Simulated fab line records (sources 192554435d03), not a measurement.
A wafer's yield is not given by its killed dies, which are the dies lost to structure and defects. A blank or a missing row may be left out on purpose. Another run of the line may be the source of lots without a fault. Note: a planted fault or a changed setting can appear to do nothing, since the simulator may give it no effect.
Split-lot trial || flow n5_finfet || 21 wafers read across 7 lots, on a route 1938 steps long

ON THE SPLIT
At N5_MOL_CONTACT_COAG_ALD_27 (deposits SiOC, target thk 17 nm, pulse time 1.5 s, time 2720 s), the setting ald_cycles was moved away from the recipe's 340 on 6 of the 21 wafers read, by -5.3% to +14.1%. For the rest of the wafers, this setting stayed at what the recipe calls for.

The split's own step is where the reading is taken.

THE READING
SiOC_of_MOL_CONTACT_COAG_ALD_27.thk_nm (the simulator's own value, which no gauge read), in nm, at N5_MOL_CONTACT_COAG_ALD_27 (deposits SiOC, target thk 17 nm, pulse time 1.5 s, time 2720 s). There is no usual value for it anywhere in the file. Here, 15 wafers ran the recipe; their average is 17.0 nm with a standard deviation of 0.088 nm.

{"wafer": "L074.1", "tool, chamber at the split": "ald_sin-02, 3", "ald_cycles as run": 340, "against the recipe": "recipe", "SiOC_of_MOL_CONTACT_COAG_ALD_27.thk_nm, nm": 16.8, "against lot-mates on the recipe": "-"}
{"wafer": "L074.2", "tool, chamber at the split": "ald_sin-02, 2", "ald_cycles as run": 383, "against the recipe": "+12.6%", "SiOC_of_MOL_CONTACT_COAG_ALD_27.thk_nm, nm": 19.2, "against lot-mates on the recipe": "+2.3"}
{"wafer": "L074.6", "tool, chamber at the split": "ald_sin-02, 3", "ald_cycles as run": 340, "against the recipe": "recipe", "SiOC_of_MOL_CONTACT_COAG_ALD_27.thk_nm, nm": 17, "against lot-mates on the recipe": "-"}
{"wafer": "L078.2", "tool, chamber at the split": "ald_sin-01, 3,2", "ald_cycles as run": 388, "against the recipe": "+14.1%", "SiOC_of_MOL_CONTACT_COAG_ALD_27.thk_nm, nm": 19.4, "against lot-mates on the recipe": "+2.4"}
{"wafer": "L078.4", "tool, chamber at the split": "ald_sin-01, 3,2", "ald_cycles as run": 388, "against the recipe": "+14.1%", "SiOC_of_MOL_CONTACT_COAG_ALD_27.thk_nm, nm": 19.4, "against lot-mates on the recipe": "+2.4"}
{"wafer": "L078.3", "tool, chamber at the split": "ald_sin-01, 1", "ald_cycles as run": 340, "against the recipe": "recipe", "SiOC_of_MOL_CONTACT_COAG_ALD_27.thk_nm, nm": 17, "against lot-mates on the recipe": "-"}
{"wafer": "L080.1", "tool, chamber at the split": "ald_sin-03, 2,1,0", "ald_cycles as run": 340, "against the recipe": "recipe", "SiOC_of_MOL_CONTACT_COAG_ALD_27.thk_nm, nm": 17, "against lot-mates on the recipe": "-"}
{"wafer": "L080.3", "tool, chamber at the split": "ald_sin-03, 2,1,0", "ald_cycles as run": 340, "against the recipe": "recipe", "SiOC_of_MOL_CONTACT_COAG_ALD_27.thk_nm, nm": 17, "against lot-mates on the recipe": "-"}
{"wafer": "L080.4", "tool, chamber at the split": "ald_sin-03, 2,1,0", "ald_cycles as run": 340, "against the recipe": "recipe", "SiOC_of_MOL_CONTACT_COAG_ALD_27.thk_nm, nm": 17, "against lot-mates on the recipe": "-"}
{"wafer": "L081.2", "tool, chamber at the split": "ald_sin-01, 2,1,0", "ald_cycles as run": 340, "against the recipe": "recipe", "SiOC_of_MOL_CONTACT_COAG_ALD_27.thk_nm, nm": 17, "against lot-mates on the recipe": "-"}
{"wafer": "L081.4", "tool, chamber at the split": "ald_sin-01, 2,1,0", "ald_cycles as run": 340, "against the recipe": "recipe", "SiOC_of_MOL_CONTACT_COAG_ALD_27.thk_nm, nm": 17, "against lot-mates on the recipe": "-"}
{"wafer": "L081.5", "tool, chamber at the split": "ald_sin-01, 2,1,0", "ald_cycles as run": 340, "against the recipe": "recipe", "SiOC_of_MOL_CONTACT_COAG_ALD_27.thk_nm, nm": 17, "against lot-mates on the recipe": "-"}
{"wafer": "L089.1", "tool, chamber at the split": "ald_sin-01, 0", "ald_cycles as run": 359, "against the recipe": "+5.6%", "SiOC_of_MOL_CONTACT_COAG_ALD_27.thk_nm, nm": 18, "against lot-mates on the recipe": "+1.0"}
{"wafer": "L089.2", "tool, chamber at the split": "ald_sin-01, 3", "ald_cycles as run": 359, "against the recipe": "+5.6%", "SiOC_of_MOL_CONTACT_COAG_ALD_27.thk_nm, nm": 17.8, "against lot-mates on the recipe": "+0.8"}
{"wafer": "L089.3", "tool, chamber at the split": "ald_sin-01, 2", "ald_cycles as run": 340, "against the recipe": "recipe", "SiOC_of_MOL_CONTACT_COAG_ALD_27.thk_nm, nm": 17, "against lot-mates on the recipe": "-"}
{"wafer": "L091.2", "tool, chamber at the split": "ald_sin-03, 3", "ald_cycles as run": 322, "against the recipe": "-5.3%", "SiOC_of_MOL_CONTACT_COAG_ALD_27.thk_nm, nm": 16.2, "against lot-mates on the recipe": -0.7}
{"wafer": "L091.4", "tool, chamber at the split": "ald_sin-03, 0", "ald_cycles as run": 340, "against the recipe": "recipe", "SiOC_of_MOL_CONTACT_COAG_ALD_27.thk_nm, nm": 16.8, "against lot-mates on the recipe": "-"}
{"wafer": "L091.5", "tool, chamber at the split": "ald_sin-03, 3", "ald_cycles as run": 340, "against the recipe": "recipe", "SiOC_of_MOL_CONTACT_COAG_ALD_27.thk_nm, nm": 17, "against lot-mates on the recipe": "-"}
{"wafer": "L093.1", "tool, chamber at the split": "ald_sin-02, 0", "ald_cycles as run": 340, "against the recipe": "recipe", "SiOC_of_MOL_CONTACT_COAG_ALD_27.thk_nm, nm": 17.2, "against lot-mates on the recipe": "-"}
{"wafer": "L093.2", "tool, chamber at the split": "ald_sin-02, 3,2", "ald_cycles as run": 340, "against the recipe": "recipe", "SiOC_of_MOL_CONTACT_COAG_ALD_27.thk_nm, nm": 17, "against lot-mates on the recipe": "-"}
{"wafer": "L093.4", "tool, chamber at the split": "ald_sin-02, 3,2", "ald_cycles as run": 340, "against the recipe": "recipe", "SiOC_of_MOL_CONTACT_COAG_ALD_27.thk_nm, nm": 17, "against lot-mates on the recipe": "-"}
If several chambers appear in one row, that row covers several wafers at once and the file leaves open which wafer was in which chamber.

FIT RESULTS
A straight line over all 21 wafers: SiOC_of_MOL_CONTACT_COAG_ALD_27.thk_nm changes by +0.17 nm for each +1% of ald_cycles; r = +1.00; the points scatter about the line by 0.091 nm.
The same after taking each lot's own level away (the mean of its wafers on the recipe; 21 wafers): +0.169 nm for each +1%; r = +1.00; scatter 0.089 nm.
The reading moves by 2.4 nm for the largest change in ald_cycles, on that fit.
From 16.90 to 17.07 nm: that is the span of the lots' own levels, equal to 1.9 times the standard deviation above.
Consequently the slope shifts little with the lot-to-lot level, the two slopes agreeing.
Check: +2.41 nm against its lot-mates is what the line predicts for one of the wafers moved furthest among these (+14.1%) when that wafer is left out of the fit. It came out at +2.4 nm against them.

OTHER SPLITS ON THESE WAFERS
These wafers also went through other splits before the reading. Each is held against what the fit with the lots' levels taken away leaves over:
{"other split on the same wafers": "N5_MOL_CONTACT_COAG_COAT_02 spin_rpm", "wafers away from the commonest value": 10, "r with SiOC_of_MOL_CONTACT_COAG_ALD_27.thk_nm (lot level and that fit taken away)": -0.21}

FILE'S OWN FIT
SiOC_of_MOL_CONTACT_COAG_ALD_27.thk_nm changes by +0.171 nm for each +1% of ald_cycles, r = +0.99.
